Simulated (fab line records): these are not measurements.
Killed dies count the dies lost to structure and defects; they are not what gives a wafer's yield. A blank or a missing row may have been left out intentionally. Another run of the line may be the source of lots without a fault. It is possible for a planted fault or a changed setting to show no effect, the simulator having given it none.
fab line records -- flow nandHarc -- part 1 of 2: steps 1 to 4 of 6
record lots=23, wafers=69, lastDay=34
route steps=1302 shown A_STAIRCASE@714
lots untouched by any fault: they come from a run of this same line in which no faults occurred
startH: start of the lot's first displayed wafer, in hours after the record's first day -- waitH: hours elapsed since this lot's preceding step -- " repeats the value in the row above -- L1.1+2: a row that stands for several wafers -- - either no value or no given start -- * or withheld: withheld -- < > ~ a bound
route shown NAME@n: NAME is a module with steps in the file, n the number in the route of the first one -- usual: the fault-free wafers' mean and standard deviation -- same: alike in all rows -- chamber/n: place in a boat -- sites: readings site by site -- _std_site: how widely they spread, as a standard deviation -- _edge_site: outer sites' mean less inner sites' -- radiusMm: for every site, how far away it sits from the centre of the wafer -- mask NAME#n: copy n -- behind: tool/chamber where the wafer was last shaped -- hold: the reason the lot was held/the length of the hold in hours/how it ended -- device: transistor that didn't switch, given as n, p or np -- end of line: tests of these same wafers at the route's end -- for a step that has no rows: nothing shown but its recipe -- killed: not the wafer's yield, but the dies lost to structure and defects at the first sort -- map: per-die view of a wafer (x killed, . not killed, _ where there is no die)
set.NAME: the setting as run; set.NAME@STEP: as run at that earlier step -- model.NAME: the simulator's own value behind a step, which no gauge read
one table for each step of the route and one row for each wafer, over a sample of lots
services: from which hour (startH, from the record's first day; less than 0 if before it) a tool's chamber was out of use, for how many hours, and why
## steps
# step NHARC_A_STAIRCASE_TRIM_200
# recipe timeS=211.2, o2FlowSccm=500, arFlowSccm=0, biasW=0, chemistry=O2
# usual drypumpMotorCurrentA=5.8/0.44, oesProductAu=0.998/0.0088, rfVppV=57.6/0.92, showerheadPlenumPTorr=3.48/0.15, throttleValvePct=17.036/0.0087
lot.wafer,tool,chamber,startH,waitH,drypumpMotorCurrentA,oesProductAu,rfHoursCounterH,rfVppV,showerheadPlenumPTorr,throttleValvePct
L075.2,rieDiel-02,3,-,-,6.0,0.987,45,57.4,3.78,17.033
L075.5,rieDiel-02,1,-,-,5.9,0.996,-,58.6,3.44,17.022
L075.6,rieDiel-02,2,-,-,5.1,1.001,-,56.5,3.31,17.033
L074.3,rieDiel-05,2,-,-,6.2,1.013,37,58.7,3.75,17.022
L074.2,rieDiel-05,0,-,-,5.8,0.998,37,57.3,3.33,17.033
L074.6,rieDiel-05,2,-,-,6.1,1.002,-,58.9,3.75,17.035
L076.1,rieDiel-09,2,-,-,6.0,0.998,22,60.0,3.51,17.034
L076.3,rieDiel-09,0,-,-,6.3,1.001,28,56.3,3.43,17.045
L076.5,rieDiel-09,3,-,-,5.0,0.998,-,58.1,3.63,17.044
L077.2,rieDiel-05,0,-,-,5.8,0.994,44,58.5,3.33,17.036
L077.6,rieDiel-05,3,-,-,5.9,0.982,-,56.1,3.63,17.036
L077.5,rieDiel-05,0,-,-,5.8,0.986,-,55.7,3.33,17.032
L080.2,rieDiel-09,1,-,-,5.3,1.006,30,57.0,3.43,17.033
L080.1,rieDiel-09,3,-,-,5.0,1.000,29,58.0,3.63,17.056
L080.6,rieDiel-09,2,-,-,6.0,0.996,-,58.5,3.50,17.025
L079.1,rieDiel-02,3,-,-,5.9,0.993,4,57.9,3.77,17.045
L079.5,rieDiel-02,2,-,-,5.1,0.993,-,57.2,3.30,17.036
L079.6,rieDiel-02,3,-,-,5.9,0.997,-,57.3,3.77,17.050
L081.2,rieDiel-09,0,-,-,6.3,0.998,43,58.0,3.42,17.026
L081.3,rieDiel-09,2,-,-,6.0,0.996,39,55.9,3.50,17.041
L081.5,rieDiel-09,0,-,-,6.3,1.005,-,59.9,3.42,17.037
L082.1,rieDiel-09,2,-,-,6.0,0.996,40,57.5,3.50,17.040
L082.4,rieDiel-09,1,-,-,5.3,0.994,40,58.9,3.43,17.025
L082.5,rieDiel-09,3,-,-,5.0,0.995,-,57.9,3.62,17.036
L083.3,rieDiel-09,0,-,-,6.3,0.995,44,59.2,3.42,17.043
L083.1,rieDiel-09,1,-,-,5.2,0.998,41,57.4,3.43,17.023
L083.6,rieDiel-09,0,-,-,6.3,1.000,-,56.4,3.42,17.025
L084.3,rieDiel-05,1,-,-,6.0,0.996,9,56.5,3.35,17.041
L084.6,rieDiel-05,0,-,-,5.9,1.011,-,57.1,3.32,17.028
L084.5,rieDiel-05,3,-,-,5.9,0.992,-,59.1,3.62,17.030
L085.2,rieDiel-02,0,-,-,6.2,0.983,25,58.2,3.33,17.037
L085.3,rieDiel-02,1,-,-,5.9,0.981,26,56.6,3.42,17.024
L085.1,rieDiel-02,2,-,-,5.1,0.984,24,59.0,3.29,17.050
L086.2,rieDiel-05,0,-,-,5.9,0.986,18,58.4,3.32,17.040
L086.1,rieDiel-05,2,-,-,6.1,1.001,5,58.3,3.74,17.026
L086.6,rieDiel-05,0,-,-,5.8,0.995,-,58.6,3.32,17.050
L088.2,rieDiel-02,2,-,-,5.1,1.001,28,59.3,3.29,17.034
L088.3,rieDiel-02,0,-,-,6.2,0.996,30,56.1,3.32,17.034
L088.1,rieDiel-02,1,-,-,6.0,0.996,31,56.5,3.42,17.015
L087.2,rieDiel-05,0,-,-,5.8,1.013,25,57.8,3.32,17.039
L087.5,rieDiel-05,0,-,-,5.8,1.011,-,55.6,3.32,17.035
L087.6,rieDiel-05,1,-,-,6.0,1.004,-,56.6,3.34,17.036
L089.1,rieDiel-02,1,-,-,6.0,0.994,37,58.7,3.42,17.029
L089.3,rieDiel-02,3,-,-,5.9,0.992,31,57.5,3.76,17.039
L089.5,rieDiel-02,0,-,-,6.3,0.992,-,57.3,3.32,17.033
L090.3,rieDiel-09,1,-,-,5.3,1.013,9,57.3,3.41,17.029
L090.4,rieDiel-09,0,-,-,6.3,1.001,9,58.2,3.41,17.034
L090.6,rieDiel-09,2,-,-,6.0,1.002,-,56.2,3.48,17.028
L091.2,rieDiel-09,1,-,-,5.3,1.021,10,56.6,3.41,17.023
L091.6,rieDiel-09,3,-,-,5.0,1.005,-,57.3,3.61,17.035
L091.5,rieDiel-09,0,-,-,6.3,1.008,-,56.8,3.41,17.037
L092.1,rieDiel-05,3,-,-,5.9,0.994,34,57.6,3.60,17.023
L092.6,rieDiel-05,1,-,-,6.0,0.996,-,56.4,3.33,17.025
L092.5,rieDiel-05,2,-,-,6.2,1.026,-,57.1,3.73,17.047
L093.1,rieDiel-09,3,-,-,5.0,0.993,16,58.1,3.61,17.033
L093.3,rieDiel-09,0,-,-,6.3,1.003,18,58.2,3.40,17.036
L093.6,rieDiel-09,2,-,-,6.0,1.007,-,59.0,3.48,17.051
L094.3,rieDiel-09,1,-,-,5.3,1.012,24,56.5,3.40,17.044
L094.1,rieDiel-09,3,-,-,5.0,0.995,21,58.0,3.60,17.034
L094.4,rieDiel-09,0,-,-,6.3,0.987,22,58.8,3.40,17.038
L096.4,rieDiel-02,3,-,-,5.9,0.987,53,60.2,3.75,17.038
L096.3,rieDiel-02,1,-,-,5.9,0.996,60,56.7,3.40,17.043
L096.5,rieDiel-02,2,-,-,5.1,1.003,-,56.1,3.27,17.044
L095.1,rieDiel-09,0,-,-,6.3,1.003,25,57.7,3.40,17.036
L095.2,rieDiel-09,1,-,-,5.3,1.006,26,58.3,3.40,17.044
L095.3,rieDiel-09,3,-,-,4.9,1.007,23,57.6,3.60,17.036
L097.1,rieDiel-05,3,-,-,5.9,1.008,6,57.3,3.59,17.054
L097.6,rieDiel-05,1,-,-,6.0,1.002,-,57.2,3.32,17.037
L097.5,rieDiel-05,2,-,-,6.1,0.993,-,57.3,3.72,17.054
# step NHARC_A_STAIRCASE_ETCH_230
# recipe targetDepthA=1000, timeS=40.5, ionEnergyEv=400, c4f8FlowSccm=20, o2FlowSccm=10, arFlowSccm=withheld, rfW=600, biasW=1000, chemistry=C4F8/O2
# usual oesProductAu=0.953/0.016, rfFwdPowerW=592.0/2.6, rfVppV=894/5.9
lot.wafer,tool,chamber,startH,waitH,oesProductAu,rfFwdPowerW,rfHoursCounterH,rfVppV
L075.2,rieDiel-02,3,-,-,0.947,590.1,47,906
L075.5,rieDiel-02,3,-,-,0.950,590.8,-,905
L075.6,rieDiel-02,0,-,-,0.968,595.9,-,890
L074.3,rieDiel-05,1,-,-,0.975,591.2,38,892
L074.2,rieDiel-05,0,-,-,0.950,587.6,38,890
L074.6,rieDiel-05,1,-,-,0.964,589.4,-,890
L076.1,rieDiel-09,3,-,-,0.936,594.9,25,900
L076.3,rieDiel-09,2,-,-,0.945,591.0,23,895
L076.5,rieDiel-09,3,-,-,0.939,594.1,-,900
L077.2,rieDiel-09,2,-,-,0.953,591.0,23,895
L077.6,rieDiel-09,3,-,-,0.940,595.8,-,899
L077.5,rieDiel-09,0,-,-,0.938,587.8,-,893
L080.2,rieDiel-02,1,-,-,0.959,588.1,2,893
L080.1,rieDiel-02,3,-,-,0.946,589.0,2,905
L080.6,rieDiel-02,0,-,-,0.950,591.7,-,890
L079.1,rieDiel-02,3,-,-,0.941,588.9,4,904
L079.5,rieDiel-02,3,-,-,0.949,588.0,-,904
L079.6,rieDiel-02,0,-,-,0.940,594.3,-,890
L081.2,rieDiel-09,3,-,-,0.959,595.5,42,899
L081.3,rieDiel-09,0,-,-,0.980,589.8,44,892
L081.5,rieDiel-09,0,-,-,0.971,587.7,-,892
L082.1,rieDiel-02,3,-,-,0.952,590.4,12,905
L082.4,rieDiel-02,0,-,-,0.947,594.2,13,887
L082.5,rieDiel-02,2,-,-,0.949,589.8,-,888
L083.3,rieDiel-09,3,-,-,0.968,592.6,46,899
L083.1,rieDiel-09,1,-,-,0.958,598.6,45,893
L083.6,rieDiel-09,3,-,-,0.962,589.6,-,900
L084.3,rieDiel-05,0,-,-,0.973,591.4,10,888
L084.5,rieDiel-05,1,-,-,0.952,592.9,-,889
L084.6,rieDiel-05,3,-,-,0.951,596.0,-,901
L085.3,rieDiel-02,2,-,-,0.950,593.2,25,887
L085.2,rieDiel-02,0,-,-,0.933,592.7,27,888
L085.1,rieDiel-02,1,-,-,0.933,589.1,27,891
L086.1,rieDiel-05,1,-,-,0.959,591.1,19,888
L086.2,rieDiel-05,2,-,-,0.969,594.3,6,905
L086.6,rieDiel-05,1,-,-,0.966,592.4,-,888
L088.3,rieDiel-05,0,-,-,0.956,589.4,27,889
L088.2,rieDiel-05,1,-,-,0.942,592.3,27,889
L088.1,rieDiel-05,2,-,-,0.945,597.3,14,904
L087.2,rieDiel-05,0,-,-,0.941,588.6,28,889
L087.6,rieDiel-05,0,-,-,0.947,590.9,-,888
L087.5,rieDiel-05,1,-,-,0.938,592.1,-,889
L089.3,rieDiel-05,1,-,-,0.938,592.9,30,889
L089.1,rieDiel-05,3,-,-,0.920,593.5,27,898
L089.5,rieDiel-05,0,-,-,0.946,591.2,-,888
L090.4,rieDiel-02,3,-,-,0.917,591.4,40,905
L090.3,rieDiel-02,0,-,-,0.934,587.7,44,888
L090.6,rieDiel-02,3,-,-,0.923,593.2,-,903
L092.1,rieDiel-09,1,-,-,0.948,597.0,11,892
L092.5,rieDiel-09,0,-,-,0.951,592.3,-,892
L092.6,rieDiel-09,1,-,-,0.941,598.9,-,892
L091.2,rieDiel-05,0,-,-,0.970,588.2,41,888
L091.5,rieDiel-05,1,-,-,0.968,593.2,-,889
L091.6,rieDiel-05,2,-,-,0.974,596.2,-,903
L093.3,rieDiel-05,3,-,-,0.937,595.6,41,899
L093.1,rieDiel-05,2,-,-,0.988,590.5,29,903
L093.6,rieDiel-05,0,-,-,0.959,587.7,-,887
L094.1,rieDiel-09,0,-,-,0.955,592.9,22,892
L094.3,rieDiel-09,3,-,-,0.944,595.8,21,899
L094.4,rieDiel-09,1,-,-,0.962,592.2,-,892
L096.4,rieDiel-05,2,-,-,0.954,592.7,32,904
L096.3,rieDiel-05,3,-,-,0.945,593.5,45,899
L096.5,rieDiel-05,2,-,-,0.958,594.9,-,902
L095.2,rieDiel-09,2,-,-,0.944,592.5,26,894
L095.3,rieDiel-09,3,-,-,0.954,590.5,27,900
L095.1,rieDiel-09,0,-,-,0.964,591.2,29,890
L097.1,rieDiel-02,3,-,-,0.983,591.1,11,905
L097.6,rieDiel-02,3,-,-,0.985,589.8,-,903
L097.5,rieDiel-02,0,-,-,0.984,593.0,-,888
# step NHARC_A_STAIRCASE_ETCH_236
# recipe targetDepthA=1000, timeS=40.5, ionEnergyEv=400, c4f8FlowSccm=20, o2FlowSccm=10, arFlowSccm=withheld, rfW=600, biasW=1000, chemistry=C4F8/O2
# usual oesProductAu=0.945/0.01, rfFwdPowerW=592.2/2.4, rfVppV=894/5.9
lot.wafer,tool,chamber,startH,waitH,oesProductAu,rfFwdPowerW,rfHoursCounterH,rfVppV
L075.2,rieDiel-02,0,-,-,0.946,591.9,47,889
L075.5,rieDiel-02,0,-,-,0.959,591.8,-,890
L075.6,rieDiel-02,1,-,-,0.953,589.4,-,892
L074.3,rieDiel-05,0,-,-,0.944,590.6,38,889
L074.2,rieDiel-05,2,-,-,0.952,597.2,39,904
L074.6,rieDiel-05,0,-,-,0.944,588.7,-,889
L076.3,rieDiel-09,3,-,-,0.945,592.8,26,899
L076.1,rieDiel-09,1,-,-,0.934,595.2,26,892
L076.5,rieDiel-09,3,-,-,0.952,595.2,-,899
L077.2,rieDiel-09,2,-,-,0.938,588.6,24,896
L077.5,rieDiel-09,1,-,-,0.940,596.2,-,892
L077.6,rieDiel-09,2,-,-,0.944,587.5,-,896
L080.2,rieDiel-02,1,-,-,0.936,593.5,2,892
L080.1,rieDiel-02,3,-,-,0.936,590.7,3,904
L080.6,rieDiel-02,2,-,-,0.927,594.3,-,888
L079.1,rieDiel-02,3,-,-,0.948,587.3,5,905
L079.5,rieDiel-02,1,-,-,0.953,590.3,-,892
L079.6,rieDiel-02,2,-,-,0.947,593.3,-,888
L081.3,rieDiel-09,3,-,-,0.944,592.6,42,902
L081.2,rieDiel-09,0,-,-,0.953,591.7,44,893
L081.5,rieDiel-09,2,-,-,0.942,592.2,-,895
L082.4,rieDiel-02,0,-,-,0.947,589.3,13,890
L082.1,rieDiel-02,1,-,-,0.934,591.3,13,893
L082.5,rieDiel-02,3,-,-,0.961,590.6,-,905
L083.1,rieDiel-09,3,-,-,0.940,591.1,46,900
L083.3,rieDiel-09,1,-,-,0.960,596.5,46,894
L083.6,rieDiel-09,2,-,-,0.949,588.7,-,894
L084.3,rieDiel-05,3,-,-,0.929,591.9,11,900
L084.6,rieDiel-05,1,-,-,0.931,590.0,-,889
L084.5,rieDiel-05,0,-,-,0.937,593.9,-,887
L085.1,rieDiel-02,2,-,-,0.938,590.5,25,888
L085.3,rieDiel-02,3,-,-,0.949,588.8,25,905
L085.2,rieDiel-02,1,-,-,0.930,589.6,28,892
L086.1,rieDiel-05,1,-,-,0.936,591.5,19,889
L086.2,rieDiel-05,3,-,-,0.946,592.2,18,898
L086.6,rieDiel-05,0,-,-,0.953,588.5,-,889
L088.3,rieDiel-05,3,-,-,0.933,595.7,25,899
L088.2,rieDiel-05,0,-,-,0.949,589.0,28,889
L088.1,rieDiel-05,1,-,-,0.940,592.7,27,889
L087.2,rieDiel-05,0,-,-,0.960,587.1,28,888
L087.5,rieDiel-05,2,-,-,0.964,594.9,-,904
L087.6,rieDiel-05,3,-,-,0.944,591.7,-,900
L089.1,rieDiel-05,0,-,-,0.947,591.6,31,890
L089.3,rieDiel-05,3,-,-,0.934,592.5,27,900
L089.5,rieDiel-05,1,-,-,0.937,596.6,-,889
L090.4,rieDiel-02,3,-,-,0.944,589.2,41,903
L090.3,rieDiel-02,0,-,-,0.946,591.1,45,887
L090.6,rieDiel-02,2,-,-,0.945,591.7,-,886
L092.1,rieDiel-09,0,-,-,0.964,590.6,11,891
L092.6,rieDiel-09,2,-,-,0.936,590.7,-,894
L092.5,rieDiel-09,3,-,-,0.945,594.1,-,900
L091.2,rieDiel-05,2,-,-,0.962,595.9,24,905
L091.5,rieDiel-05,0,-,-,0.947,589.9,-,888
L091.6,rieDiel-05,1,-,-,0.947,591.8,-,887
L093.1,rieDiel-05,2,-,-,0.964,594.7,30,903
L093.3,rieDiel-05,0,-,-,0.959,590.5,47,888
L093.6,rieDiel-05,1,-,-,0.959,593.5,-,888
L094.1,rieDiel-09,3,-,-,0.952,593.2,21,898
L094.3,rieDiel-09,0,-,-,0.944,592.7,23,892
L094.4,rieDiel-09,3,-,-,0.945,594.0,-,898
L096.4,rieDiel-05,0,-,-,0.955,591.9,51,888
L096.3,rieDiel-05,3,-,-,0.938,595.4,46,899
L096.5,rieDiel-05,1,-,-,0.948,593.4,-,889
L095.2,rieDiel-09,3,-,-,0.962,592.9,27,898
L095.1,rieDiel-09,0,-,-,0.951,592.5,29,891
L095.3,rieDiel-09,1,-,-,0.958,593.4,32,891
L097.1,rieDiel-02,2,-,-,0.956,594.9,11,907
L097.6,rieDiel-02,2,-,-,0.947,592.5,-,906
L097.5,rieDiel-02,3,-,-,0.944,592.6,-,903
# step NHARC_A_STAIRCASE_STRIP_238
# recipe powerW=1500, tempC=250, chemistry=O2
# usual drypumpMotorCurrentA=5.5/0.59, heaterPowerW=347/44, tempC=249.97/0.19
lot.wafer,tool,chamber,startH,waitH,drypumpMotorCurrentA,heaterPowerW,rfHoursCounterH,tempC
L075.2,plasmaAsher-01,1,367.92,0.2,5.1,381,4,249.71
L075.5,plasmaAsher-01,0,367.92,0.2,5.0,280,-,249.73
L075.6,plasmaAsher-01,1,367.92,0.2,5.1,390,-,249.79
L074.2,plasmaAsher-02,0,374.94,0.1,5.7,329,28,249.73
L074.3,plasmaAsher-02,0,374.94,0.1,5.6,332,-,249.68
L074.6,plasmaAsher-02,0,374.94,0.1,5.6,332,-,249.73
L076.1,plasmaAsher-01,0,403.31,0.1,5.0,293,11,250.23
L076.3,plasmaAsher-01,1,403.31,0.1,5.1,381,-,250.01
L076.5,plasmaAsher-01,1,403.31,0.1,5.1,379,-,250.37
L077.2,plasmaAsher-02,1,403.61,0.1,6.6,360,33,250.00
L077.5,plasmaAsher-02,0,403.61,0.1,5.6,329,-,249.99
L077.6,plasmaAsher-02,1,403.61,0.1,6.6,357,-,250.02
L080.1,plasmaAsher-01,1,415.34,0.1,5.1,384,14,249.90
L080.2,plasmaAsher-01,0,415.34,0.1,5.0,278,14,250.01
L080.6,plasmaAsher-01,0,415.34,0.1,5.0,282,-,249.90
L079.1,plasmaAsher-01,0,421.65,0.1,5.1,281,16,250.00
L079.6,plasmaAsher-01,1,421.65,0.1,5.1,386,-,249.68
L079.5,plasmaAsher-01,0,421.65,0.1,5.0,280,-,249.83
L081.2,plasmaAsher-01,1,436.97,0.1,5.1,387,20,250.24
L081.3,plasmaAsher-01,0,436.97,0.1,5.0,280,-,250.11
L081.5,plasmaAsher-01,0,436.97,0.1,5.0,280,-,249.96
L082.1,plasmaAsher-01,1,437.80,0.1,5.1,384,20,249.80
L082.4,plasmaAsher-01,1,437.80,0.1,5.1,391,-,250.12
L082.5,plasmaAsher-01,1,437.80,0.1,5.1,386,-,249.69
L083.1,plasmaAsher-02,0,444.55,0.1,5.7,343,3,250.05
L083.3,plasmaAsher-02,0,444.55,0.1,5.6,344,-,250.10
L083.6,plasmaAsher-02,1,444.55,0.1,6.6,380,-,249.80
L084.3,plasmaAsher-02,0,449.74,0.2,5.6,340,-,250.13
L084.5,plasmaAsher-02,0,449.74,0.2,5.6,339,-,250.19
L084.6,plasmaAsher-02,1,449.74,0.2,6.6,374,-,249.94
L085.2,plasmaAsher-02,1,477.10,0.1,6.5,375,7,249.59
L085.1,plasmaAsher-02,0,477.10,0.1,5.6,349,7,249.71
L085.3,plasmaAsher-02,0,477.10,0.1,5.6,339,-,249.64
L086.2,plasmaAsher-02,1,479.56,0.1,6.6,384,7,250.18
L086.1,plasmaAsher-02,0,479.56,0.1,5.6,333,7,249.95
L086.6,plasmaAsher-02,0,479.56,0.1,5.6,335,-,250.03
L088.1,plasmaAsher-01,0,506.37,0.1,5.0,286,34,250.00
L088.2,plasmaAsher-01,1,506.37,0.1,5.1,380,34,250.06
L088.3,plasmaAsher-01,0,506.37,0.1,5.0,282,-,249.72
L087.2,plasmaAsher-01,1,506.90,0.1,5.1,393,34,250.05
L087.6,plasmaAsher-01,1,506.90,0.1,5.1,384,-,250.23
L087.5,plasmaAsher-01,0,506.90,0.1,5.1,284,-,250.04
L089.1,plasmaAsher-01,1,517.28,0.1,5.1,386,36,249.90
L089.3,plasmaAsher-01,0,517.28,0.1,5.0,279,-,250.03
L089.5,plasmaAsher-01,1,517.28,0.1,5.1,388,-,250.03
L090.3,plasmaAsher-01,0,532.88,0.2,5.0,307,-,249.98
L090.4,plasmaAsher-01,1,532.88,0.2,5.1,413,-,250.20
L090.6,plasmaAsher-01,0,532.88,0.2,5.0,299,-,250.28
L092.1,plasmaAsher-01,0,535.94,0.1,5.0,306,1,250.31
L092.6,plasmaAsher-01,0,535.94,0.1,5.1,299,-,250.48
L092.5,plasmaAsher-01,1,535.94,0.1,5.1,413,-,250.14
L091.2,plasmaAsher-02,1,536.88,0.1,6.6,368,20,250.10
L091.6,plasmaAsher-02,0,536.88,0.1,5.6,339,-,249.85
L091.5,plasmaAsher-02,1,536.88,0.1,6.6,380,-,249.75
L093.1,plasmaAsher-02,0,558.66,0.1,5.6,344,22,249.63
L093.3,plasmaAsher-02,0,558.66,0.1,5.6,348,-,249.97
L093.6,plasmaAsher-02,1,558.66,0.1,6.6,369,-,250.10
L094.1,plasmaAsher-02,1,577.46,0.1,6.6,380,25,249.99
L094.3,plasmaAsher-02,0,577.46,0.1,5.6,343,-,249.59
L094.4,plasmaAsher-02,1,577.46,0.1,6.5,377,-,250.01
L096.3,plasmaAsher-01,1,578.79,0.2,5.1,419,-,249.78
L096.4,plasmaAsher-01,0,578.79,0.2,5.0,307,-,249.85
L096.5,plasmaAsher-01,1,578.79,0.2,5.1,410,-,250.14
L095.2,plasmaAsher-02,0,590.50,0.1,5.6,341,31,249.71
L095.1,plasmaAsher-02,1,590.50,0.1,6.6,373,31,250.08
L095.3,plasmaAsher-02,1,590.50,0.1,6.6,387,-,250.07
L097.1,plasmaAsher-01,0,604.67,0.1,5.0,303,17,249.91
L097.6,plasmaAsher-01,1,604.67,0.1,5.1,398,-,249.74
L097.5,plasmaAsher-01,0,604.67,0.1,5.0,299,-,250.15
